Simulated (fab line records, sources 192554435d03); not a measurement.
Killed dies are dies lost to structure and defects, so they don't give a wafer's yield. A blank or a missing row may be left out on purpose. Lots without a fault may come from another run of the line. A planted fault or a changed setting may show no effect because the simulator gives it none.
fab line records | flow n5_finfet | part 2 of 2: steps 4 to 6 of 6
record lots=23 wafers=69 last_day=19
route steps=1938 shown PMOS_HMC_CHANNEL_EPI@68 FIN_SAQP@130 FIN_CUT@167 DUMMY_GATE@248
lots that met no fault: from a run of the same line without faults
start_h: hours from the record's first day to the start of the lot's first wafer shown | wait_h: hours since the lot's step before | " the same as in the row above | L1.1+2: a row that stands for several wafers | - no value, or no start given | * or withheld: withheld | < > ~ a bound
route shown NAME@n: a module of which the file shows steps, and the number in the route of the first | usual: mean/standard deviation of fault-free wafers | same: alike in all rows | chamber/n: place in a boat | sites: the reading at each site | _std_site: their standard deviation | _edge_site: outer sites' mean less inner sites' | radius_mm: how far each site lies from the wafer's centre | mask NAME#n: copy n | behind: the tool/chamber that last shaped the wafer | hold: why the lot was held/for how many hours/how that ended | device: the transistor (n, p or np) that didn't switch | end of line: the same wafers' tests at the end of the route | a step without rows: its recipe alone | killed: dies lost to structure and defects at the first sort, not the wafer's yield | map: a wafer's dies, x killed, . not, _ none there
set.NAME: the setting as run; set.NAME@STEP: as run at that earlier step | model.NAME: the simulator's own value behind a step, which no gauge read
steps of the route over a sample of lots; a table a step, a row a wafer
services: from which hour (start_h, from the record's first day; less than 0 if before it) a tool's chamber was out of use, for how many hours, and why
## steps
# step N5_FIN_CUT_CUT_ETCH_28
# recipe chemistry=HBr/Cl2/O2 target=Si target_depth_a=60 mask_material=SOC time_s=2.4 ion_energy_ev=* bias_w=* pressure_mtorr=10 icp_w=800 HBr_flow_sccm=150 Cl2_flow_sccm=80 O2_flow_sccm=12
# usual drypump_motor_current_A=5.6/0.47 oes_product_au=1.004/0.013 throttle_valve_pct=36.9/0.32
# columns lot.wafer tool chamber start_h wait_h drypump_motor_current_A oes_product_au rf_hours_counter_h throttle_valve_pct
L074.1 rie_si-05 2 28.53 0.0 5.1 1.004 76 36.3
L074.5 " 0 " " 5.5 0.996 - 37.4
L074.6 " 3 " " 6.3 0.997 - 36.9
L075.2 rie_si-04 0 33.22 0.0 5.7 1.021 164 37.1
L075.5 " 0 " " 5.7 1.021 - 37.1
L075.6 " 3 " " 5.7 1.014 - 36.6
L076.4 rie_si-04 2 39.70 0.0 5.0 1.021 194 36.8
L076.5 " 3 " " 5.7 1.013 - 36.6
L076.6 " 0 " " 5.7 1.019 - 37.1
L077.1 rie_si-04 0 46.22 0.0 5.7 1.015 164 37.1
L077.3 " 3 " " 5.7 1.021 6 36.6
L077.6 " 0 " " 5.6 1.023 - 37.1
L078.4 rie_si-04 3 51.88 0.0 5.7 1.020 6 36.6
L078.5 " 0 " " 5.7 1.020 - 37.1
L078.6 " 3 " " 5.7 1.012 - 36.6
L079.1 rie_si-05 1 57.79 0.0 5.2 1.012 179 36.9
L079.3 " 3 " " 6.3 0.988 125 36.9
L079.4 " 2 " " 5.1 1.007 76 36.3
L080.3 rie_si-05 1 64.16 0.0 5.2 1.007 179 36.9
L080.4 " 3 " " 6.3 0.990 125 36.9
L080.5 " 2 " " 5.1 1.003 - 36.3
L081.2 rie_si-04 1 69.35 0.0 5.2 0.983 72 37.3
L081.3 " 2 " " 5.0 1.023 194 36.8
L081.5 " 3 " " 5.7 1.015 - 36.6
L082.2 rie_si-05 2 75.23 0.0 5.1 1.002 77 36.3
L082.3 " 1 " " 5.2 1.012 179 36.9
L082.6 " 2 " " 5.1 1.006 - 36.3
L083.3 rie_si-04 2 81.97 0.0 5.0 1.021 194 36.8
L083.4 " 0 " " 5.7 1.012 165 37.1
L083.5 " 2 " " 5.0 1.031 - 36.8
L084.1 rie_si-04 2 87.73 0.0 5.0 1.023 195 36.8
L084.4 " 3 " " 5.7 1.019 6 36.6
L084.6 " 3 " " 5.7 1.017 - 36.6
L085.1 rie_si-05 1 98.76 0.0 5.2 1.011 179 36.9
L085.4 " 1 " " 5.2 1.009 - 36.9
L085.6 " 3 " " 6.3 0.991 - 36.9
L086.1 rie_si-05 0 102.09 0.0 5.5 1.001 94 37.4
L086.2 " 3 " " 6.3 0.986 126 36.9
L086.3 " 1 " " 5.2 1.010 180 36.9
L087.1 rie_si-05 1 105.30 0.0 5.2 1.004 180 36.9
L087.2 " 3 " " 6.2 1.001 126 36.9
L087.4 " 0 " " 5.5 1.002 94 37.4
L088.1 rie_si-04 1 111.01 0.0 5.2 0.973 72 37.3
L088.3 " 2 " " 5.0 1.020 195 36.8
L088.5 " 3 " " 5.7 1.026 - 36.6
L090.1 rie_si-05 0 123.25 0.0 5.5 0.993 95 37.4
L090.2 " 2 " " 5.1 0.997 77 36.3
L090.6 " 3 " " 6.3 0.998 - 36.9
L091.2 rie_si-05 2 129.62 0.0 5.1 1.006 77 36.3
L091.3 " 1 " " 5.2 1.012 180 36.9
L091.4 " 0 " " 5.5 0.995 95 37.4
L092.2 rie_si-06 1 136.05 0.0 6.6 1.001 47 37.3
L092.4 " 3 " " 5.4 1.003 143 37.0
L092.6 " 3 " " 5.4 1.003 - 37.0
L093.1 rie_si-06 1 142.39 0.0 6.6 0.994 47 37.4
L093.5 " 1 " " 6.6 1.001 - 37.3
L093.6 " 2 " " 6.7 0.985 - 36.6
L094.2 rie_si-04 3 148.89 0.0 5.7 1.023 7 36.6
L094.3 " 1 " " 5.2 0.985 73 37.3
L094.5 " 1 " " 5.2 0.985 - 37.3
L095.1 rie_si-05 2 153.46 0.0 5.1 1.002 78 36.3
L095.2 " 0 " " 5.4 1.000 95 37.4
L095.4 " 1 " " 5.2 1.009 181 36.9
L096.1 rie_si-05 1 159.25 0.0 5.2 1.014 181 36.9
L096.3 " 2 " " 5.1 1.004 78 36.3
L096.5 " 1 " " 5.2 1.009 - 36.9
L097.1 rie_si-05 0 166.89 0.0 5.5 0.996 96 37.4
L097.4 " 3 " " 6.3 0.984 127 36.9
L097.5 " 1 " " 5.2 1.003 - 36.9
# step N5_DUMMY_GATE_ETCH_44
# recipe chemistry=HBr/O2 over_etch_frac=0.7 target_depth_a=1275 stop_on=SiO2 ion_energy_ev=60 bias_w=20 target=poly-Si mask_material=SiO2 pressure_mtorr=20 icp_w=400 HBr_flow_sccm=120 O2_flow_sccm=10
# usual drypump_motor_current_A=5.7/0.54 oes_product_au=0.728/0.012 throttle_valve_pct=18.38/0.2
# columns lot.wafer tool chamber start_h wait_h drypump_motor_current_A oes_product_au rf_hours_counter_h throttle_valve_pct
L074.1 rie_si-06 3 51.57 0.0 5.4 0.724 141 18.46
L074.5 " 3 " " 5.4 0.724 - 18.46
L074.6 " 0 " " 5.7 0.726 - 18.63
L075.2 rie_si-04 0 57.67 0.0 5.7 0.737 165 18.37
L075.5 " 2 " " 5.0 0.744 - 18.54
L075.6 " 1 " " 5.2 0.717 - 18.35
L076.4 rie_si-06 0 67.22 0.0 5.7 0.736 143 18.62
L076.5 " 0 " " 5.7 0.722 - 18.62
L076.6 " 1 " " 6.6 0.715 - 18.57
L077.1 rie_si-04 1 71.30 0.0 5.2 0.719 72 18.35
L077.3 " 0 " " 5.6 0.729 165 18.36
L077.6 " 0 " " 5.7 0.743 - 18.36
L078.4 rie_si-06 3 75.00 0.0 5.4 0.721 142 18.45
L078.5 " 3 " " 5.4 0.714 - 18.46
L078.6 " 0 " " 5.7 0.747 - 18.63
L079.1 rie_si-06 3 77.99 0.0 5.4 0.721 142 18.46
L079.3 " 0 " " 5.7 0.743 143 18.63
L079.4 " 1 " " 6.6 0.724 45 18.56
L080.3 rie_si-05 0 83.02 0.0 5.5 0.712 94 18.64
L080.4 " 1 " " 5.2 0.737 179 18.15
L080.5 " 2 " " 5.1 0.715 - 18.02
L081.2 rie_si-05 1 88.48 0.0 5.2 0.734 179 18.15
L081.3 " 2 " " 5.1 0.736 77 18.04
L081.5 " 1 " " 5.2 0.738 - 18.17
L082.2 rie_si-05 3 93.71 0.0 6.3 0.708 126 18.54
L082.3 " 0 " " 5.5 0.724 94 18.64
L082.6 " 2 " " 5.1 0.726 - 18.02
L083.3 rie_si-06 2 102.88 0.0 6.7 0.720 150 18.26
L083.4 " 3 " " 5.4 0.712 142 18.45
L083.5 " 0 " " 5.7 0.740 - 18.63
L084.1 rie_si-05 1 109.36 0.0 5.2 0.728 180 18.15
L084.4 " 3 " " 6.3 0.718 126 18.53
L084.6 " 1 " " 5.2 0.730 - 18.14
L085.1 rie_si-04 2 118.00 0.0 5.0 0.738 195 18.53
L085.4 " 0 " " 5.7 0.745 165 18.35
L085.6 " 3 " " 5.7 0.736 - 18.19
L086.1 rie_si-06 0 123.43 0.0 5.7 0.749 144 18.61
L086.2 " 2 " " 6.6 0.714 150 18.25
L086.3 " 3 " " 5.4 0.721 143 18.45
L087.1 rie_si-04 0 127.24 0.0 5.7 0.751 166 18.36
L087.2 " 1 " " 5.2 0.716 72 18.36
L087.4 " 3 " " 5.7 0.738 7 18.16
L088.1 rie_si-05 3 133.20 0.0 6.3 0.726 126 18.50
L088.3 " 0 " " 5.5 0.724 95 18.64
L088.5 " 1 " " 5.3 0.716 - 18.15
L090.1 rie_si-04 0 141.82 0.0 5.7 0.746 166 18.36
L090.2 " 3 " " 5.7 0.725 7 18.19
L090.6 " 0 " " 5.6 0.735 - 18.34
L091.2 rie_si-06 1 148.16 0.0 6.6 0.728 47 18.57
L091.3 " 2 " " 6.7 0.719 150 18.23
L091.4 " 3 " " 5.4 0.732 143 18.46
L092.2 rie_si-05 2 154.73 0.0 5.1 0.720 78 18.04
L092.4 " 0 " " 5.5 0.723 95 18.65
L092.6 " 0 " " 5.5 0.740 - 18.65
L093.1 rie_si-06 2 161.27 0.0 6.6 0.726 151 18.25
L093.5 " 3 " " 5.4 0.745 - 18.45
L093.6 " 0 " " 5.7 0.732 - 18.62
L094.2 rie_si-05 2 168.32 0.0 5.1 0.724 78 18.01
L094.3 " 3 " " 6.3 0.706 127 18.53
L094.5 " 2 " " 5.1 0.706 - 18.02
L095.1 rie_si-05 0 175.06 0.0 5.5 0.730 96 18.64
L095.2 " 3 " " 6.3 0.709 127 18.52
L095.4 " 2 " " 5.1 0.737 78 18.01
L096.1 rie_si-06 0 178.67 0.0 5.7 0.739 145 18.62
L096.3 " 3 " " 5.4 0.723 144 18.46
L096.5 " 2 " " 6.7 0.719 - 18.25
L097.1 rie_si-05 2 185.21 0.0 5.1 0.749 78 18.03
L097.4 " 1 " " 5.2 0.726 181 18.15
L097.5 " 2 " " 5.1 0.737 - 18.03
# step N5_DUMMY_GATE_CD_MEAS_24
# recipe target_cd_nm=15
# usual cd_nm=15.1/0.55
# columns lot.wafer tool chamber start_h wait_h cd_nm
L074.1 cd_sem-02 - 51.68 0.1 15.4
L074.5 " - " " 15.4
L074.6 " - " " 15.6
L075.2 cd_sem-02 - 57.78 0.1 15.2
L075.5 " - " " 14.4
L075.6 " - " " 15.1
L076.4 cd_sem-02 - 67.34 0.1 15.4
L076.5 " - " " 15.3
L076.6 " - " " 14.8
L077.1 cd_sem-02 - 71.41 0.1 14.8
L077.3 " - " " 14.7
L077.6 " - " " 14.7
L078.4 cd_sem-02 - 75.12 0.1 15.7
L078.5 " - " " 15.2
L078.6 " - " " 15.9
L079.1 cd_sem-02 - 78.10 0.1 15.4
L079.3 " - " " 16.2
L079.4 " - " " 14.5
L080.3 cd_sem-02 - 83.14 0.1 14.1
L080.4 " - " " 14.6
L080.5 " - " " 14.6
L081.2 cd_sem-01 - 88.59 0.1 14.5
L081.3 " - " " 15.8
L081.5 " - " " 15.0
L082.2 cd_sem-02 - 93.83 0.1 14.5
L082.3 " - " " 14.9
L082.6 " - " " 15.5
L083.3 cd_sem-01 - 103.00 0.1 14.2
L083.4 " - " " 14.3
L083.5 " - " " 14.5
L084.1 cd_sem-02 - 109.47 0.1 15.8
L084.4 " - " " 14.8
L084.6 " - " " 15.4
L085.1 cd_sem-02 - 118.11 0.1 15.5
L085.4 " - " " 14.2
L085.6 " - " " 15.3
L086.1 cd_sem-02 - 123.54 0.1 15.7
L086.2 " - " " 14.5
L086.3 " - " " 15.1
L087.1 cd_sem-02 - 127.35 0.1 15.9
L087.2 " - " " 14.3
L087.4 " - " " 15.1
L088.1 cd_sem-01 - 133.31 0.1 14.8
L088.3 " - " " 15.6
L088.5 " - " " 14.8
L090.1 cd_sem-01 - 141.93 0.1 15.1
L090.2 " - " " 14.6
L090.6 " - " " 15.7
L091.2 cd_sem-01 - 148.27 0.1 14.5
L091.3 " - " " 15.2
L091.4 " - " " 14.9
L092.2 cd_sem-02 - 154.84 0.1 16.6
L092.4 " - " " 13.6
L092.6 " - " " 15.8
L093.1 cd_sem-01 - 161.38 0.1 14.1
L093.5 " - " " 15.2
L093.6 " - " " 15.1
L094.2 cd_sem-01 - 168.43 0.1 15.9
L094.3 " - " " 14.7
L094.5 " - " " 14.8
L095.1 cd_sem-01 - 175.17 0.1 15.2
L095.2 " - " " 15.5
L095.4 " - " " 15.2
L096.1 cd_sem-02 - 178.78 0.1 15.5
L096.3 " - " " 14.6
L096.5 " - " " 15.3
L097.1 cd_sem-02 - 185.32 0.1 14.1
L097.4 " - " " 13.9
L097.5 " - " " 13.6
## services
# columns tool chamber start_h hours kind
rie_si-03 - 2.98 0.4 repair
rie_si-06 3 4.32 6.3 repair
rie_si-02 1 4.82 7.5 repair
rie_diel-03 2 6.01 12.1 repair
rie_diel-04 - 52.58 0.2 repair
rie_diel-03 0 55.84 5.4 repair
rie_si-06 - 70.44 0.3 repair
rie_si-06 2 90.65 7.5 repair
rie_si-04 - 91.00 14.6 pm
rie_diel-04 0 93.96 - clean
rie_diel-04 0 93.96 - consumable_replace:focus_ring
rie_diel-04 0 93.96 15.1 scheduled_down
rie_diel-04 0 93.96 15.1 vent_cycle
rie_diel-04 2 96.27 15.7 repair
rie_si-05 2 98.46 6.1 repair
rie_si-03 2 105.92 3.8 repair
rie_si-05 - 133.79 0.1 repair
rie_diel-04 - 136.35 1.1 repair
rie_si-06 2 139.66 1.6 repair
rie_diel-04 0 152.81 8.1 repair
rie_si-01 - 157.73 0.3 repair
rie_diel-04 - 167.56 0.5 repair
rie_si-02 2 171.80 3.7 repair
rie_si-04 2 177.00 1.5 repair
